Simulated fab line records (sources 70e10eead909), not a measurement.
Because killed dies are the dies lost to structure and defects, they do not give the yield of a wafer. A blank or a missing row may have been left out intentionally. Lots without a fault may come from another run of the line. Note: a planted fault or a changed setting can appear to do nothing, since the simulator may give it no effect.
A struck lot beside a sound one | flow nand harc | 15 out of 1159 route steps
Sound: these wafers, L722.1, L722.2, L722.5. Struck: wafers L736.1, L736.3, L736.4. The cause comes at the end.
For every step that has rows: the tool of each side, followed by ch and its chambers, followed by its first start. Under that, the readings that differ: sound wafers | struck wafers | difference of the means | sigmas: that difference in standard deviations of wafers without a fault.
alike: words and numbers the same on both sides, and readings whose means are apart by under 2 such deviations; not compared: readings that were withheld, readings missing a value for some wafer, numbers with overlapping values and no deviation given by the record, and bounds like >300 which may hide the same value.
A row with sigmas, a row that says differs or no value, or rows on one side alone: a step with any of these is where the two part. Numbers that have no deviation but don't overlap get no sigmas and don't part them. Lack of a reading on every wafer of one side parts them only where that side has two or more wafers.

first, 1 step without rows for these wafers: NHARC_A_CHANNEL_HOLE_D1_SRD_29.
NHARC_A_CHANNEL_HOLE_D1_CD_MEAS_30:
  sound: cd sem-02 at day 10 07:41; struck: cd sem-02 at day 13 07:01
  alike: cd nm
after that, 1 step had no rows for these wafers: NHARC_A_CHANNEL_HOLE_D1_XSEM_31.
NHARC_A_CHANNEL_HOLE_D1_INSPECT_40:
  sound: defect inspect-02 at day 10 07:53; struck: defect inspect-02 at day 13 07:12
  alike: raw defect count
then, 2 steps without rows for these wafers: NHARC_A_CHANNEL_FILL_D1_PRECLEAN_00 (cleans in SC1); NHARC_A_CHANNEL_FILL_D1_SRD_01.
NHARC_A_CHANNEL_FILL_D1_ALD_02: deposits SiO2, target thk 6 nm, pulse time 10 s, ald cycles 60.
  sound on ald hk-02 ch 1,2,3, day 10 08:08; struck on ald hk-04 ch 1,2,3, day 13 07:24
  alike: heater power w, precursor pulse height rel
NHARC_A_CHANNEL_FILL_D1_ALD_03: deposits SiNx, target thk 6 nm, pulse time 60 s, ald cycles 58.
  sound: ald sin batch-01 ch 0; struck: ald sin batch-02 ch 0
  alike: precursor pulse height rel
NHARC_A_CHANNEL_FILL_D1_ALD_14: deposits SiO2, target thk 2.5 nm, pulse time 10 s, ald cycles 25.
  sound on ald hk-02 ch 2,3, day 10 15:05; struck on ald hk-04 ch 1,2,3, day 13 13:49
  alike: heater power w, precursor pulse height rel
NHARC_A_CHANNEL_FILL_D1_ALD_15: deposits SiNx, target thk 2 nm, pulse time 60 s, ald cycles 19.
  sound: ald sin batch-01 ch 0; struck: ald sin batch-01 ch 0
  alike: precursor pulse height rel
then, 2 steps without rows for these wafers: NHARC_A_CHANNEL_FILL_D1_ALD_16 (deposits SiO2, target thk 1.5 nm, pulse time 10 s, ald cycles 15); NHARC_A_CHANNEL_FILL_D1_ANNEAL_17 (time 1800 s).
NHARC_A_CHANNEL_FILL_D1_CVD_18: deposits poly-Si, target thk 3 nm.
  struck on lpcvd poly-03, day 14 04:33; sound on lpcvd poly-01 ch 0, day 11 04:43
  no value came back on the struck wafers for spike tc bottom C (C), spike tc centre C (C), spike tc upper C (C); on the sound wafers spike tc bottom C (C) reads 569.9 570.0 572.2
NHARC_A_CHANNEL_FILL_D1_ETCHBACK_19: etches the open film in HBr/Cl2, target depth 5 nm, time 1.7 s.
  sound on rie si-01 ch 2,3, day 11 06:46; struck on rie si-01 ch 0,1,3, day 14 06:36
  alike: bias w, drypump motor current A, mfc cl2 sccm, oes product au, throttle valve pct
  not compared: rf hours counter h
-- jump in the record: it breaks off in module A_CHANNEL_FILL_D1 and resumes in module END (first step shown: number 1159 of the route), and 10 days separate the struck wafers' starts before and after --
NHARC_END_SORT_01:
  only the struck wafers appear in the record here, on prober-01 ch 0 at day 24 09:15; the sound ones have no rows

## WHERE THEY PART
At NHARC_A_CHANNEL_FILL_D1_CVD_18 first; at NHARC_END_SORT_01 last (within this record only).

WHY: what the simulator had put in
Entire step skipped (lpcvd poly-03, NHARC_A_CHANNEL_FILL_D1_CVD_18), from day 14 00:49 onward. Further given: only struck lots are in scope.
